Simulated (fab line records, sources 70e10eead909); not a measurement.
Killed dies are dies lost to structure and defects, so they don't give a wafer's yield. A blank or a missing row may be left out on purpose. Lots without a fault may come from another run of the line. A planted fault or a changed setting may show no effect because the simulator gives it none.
One fault seen from 3 desks | flow nand_harc | each desk has only its own numbers; what lay behind them comes last

THE METROLOGY DESK
What the gauges read, lot by lot, whatever tool the lot ran on: means of the sampled wafers that have a number. A lot is out of limits, marked OUT, if its mean lies more than 4 standard deviations from the usual mean; the brackets give that distance.
Columns: A = cd_nm at NHARC_A_CHANNEL_HOLE_D1_CD_MEAS_10, usual 100.1 nm; B = overlay_x_nm at NHARC_A_CHANNEL_HOLE_D1_OVL_MEAS_11, usual 0.1 nm; C = overlay_y_nm at NHARC_A_CHANNEL_HOLE_D1_OVL_MEAS_11, usual 0.0 nm
lot  | first seen here | A     | B    | C
L162 | day 8 22:02     | 100.5 | -0.8 | 0.3
L169 | day 10 04:44    | 100.6 | -1.6 | 0.5
L172 | day 10 21:25    | 99.6  | -2.0 | 0.3
L174 | day 11 06:54    | 100.5 | -0.2 | -1.2
L178 | day 12 09:42    | 100.3 | 2.5  | -0.9
L181 | day 12 23:55    | 100.9 | 1.0  | -1.1
This desk's finding: nothing out of limits on any of the 6 lots.

THE DEFECT DESK
What the inspections along the route counted, lot by lot: means of the sampled wafers that have a number. A lot is out of limits, marked OUT, if its mean lies more than 4 standard deviations from the usual mean; the brackets give that distance.
Columns: A = raw_defect_count at NHARC_A_CHANNEL_HOLE_D1_INSPECT_12, usual 5.5
lot  | first seen here | A
L162 | day 8 22:10     | 3.0
L169 | day 10 04:52    | 6.7
L172 | day 10 21:34    | 5.0
L174 | day 11 07:01    | 4.3
L178 | day 12 09:50    | 6.7
L181 | day 13 00:02    | 6.3
This desk's finding: nothing out of limits on any of the 6 lots.

THE TOOL OWNER'S DESK: rie_diel-12
The tool's own readings at NHARC_A_CHANNEL_HOLE_D1_ETCH_38 (etches the open film in CF4, target depth 39 nm, time 65 s): means of the sampled wafers that have a number, for each lot that ran on this tool. A lot is out of limits, marked OUT, if its mean lies more than 4 standard deviations from the usual mean; the brackets give that distance.
Columns: A = drypump_motor_current_A at NHARC_A_CHANNEL_HOLE_D1_ETCH_38, usual 5.8 A; B = oes_product_au at NHARC_A_CHANNEL_HOLE_D1_ETCH_38, usual 0.999 a.u.; C = rf_vpp_V at NHARC_A_CHANNEL_HOLE_D1_ETCH_38, usual 151.7 V; D = run_length_s at NHARC_A_CHANNEL_HOLE_D1_ETCH_38, usual 86.2 s; E = showerhead_plenum_p_Torr at NHARC_A_CHANNEL_HOLE_D1_ETCH_38, usual 1.79 Torr; F = throttle_valve_pct at NHARC_A_CHANNEL_HOLE_D1_ETCH_38, usual 13.283 %
lot  | first seen here | A   | B     | C     | D              | E    | F
L169 | day 10 05:02    | 5.9 | 0.999 | 151.3 | 86.7           | 1.75 | 13.282
L172 | day 10 21:43    | 5.5 | 0.997 | 152.1 | 75.6 (-22) OUT | 1.79 | 13.291
L174 | day 11 07:12    | 5.5 | 1.004 | 151.3 | 80.9 (-11) OUT | 1.79 | 13.276
This desk's finding: out of limits on L172, L174; first on L172, day 10 21:43 (run_length_s at NHARC_A_CHANNEL_HOLE_D1_ETCH_38). In limits: L169.

PUT TOGETHER
The tool owner's desk could have raised an alarm at day 10 21:43, on L172, L174.
The metrology desk saw nothing out of limits.
The defect desk saw nothing out of limits.
The metrology desk has L172, L174 on record, within its limits.
The defect desk has L172, L174 on record, within its limits.
Of the lots named, all ran NHARC_A_CHANNEL_HOLE_D1_ETCH_38 on rie_diel-12.

WHAT THE SIMULATOR HAD PUT IN
Process parameter drift: rie_diel-12, from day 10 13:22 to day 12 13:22, at NHARC_A_CHANNEL_HOLE_D1_ETCH_38. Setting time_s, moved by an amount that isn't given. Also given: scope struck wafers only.
Lots struck among those shown: L172, L174.
Hours from the fault's start to each desk's first reading out of limits: the tool owner's desk, 8.
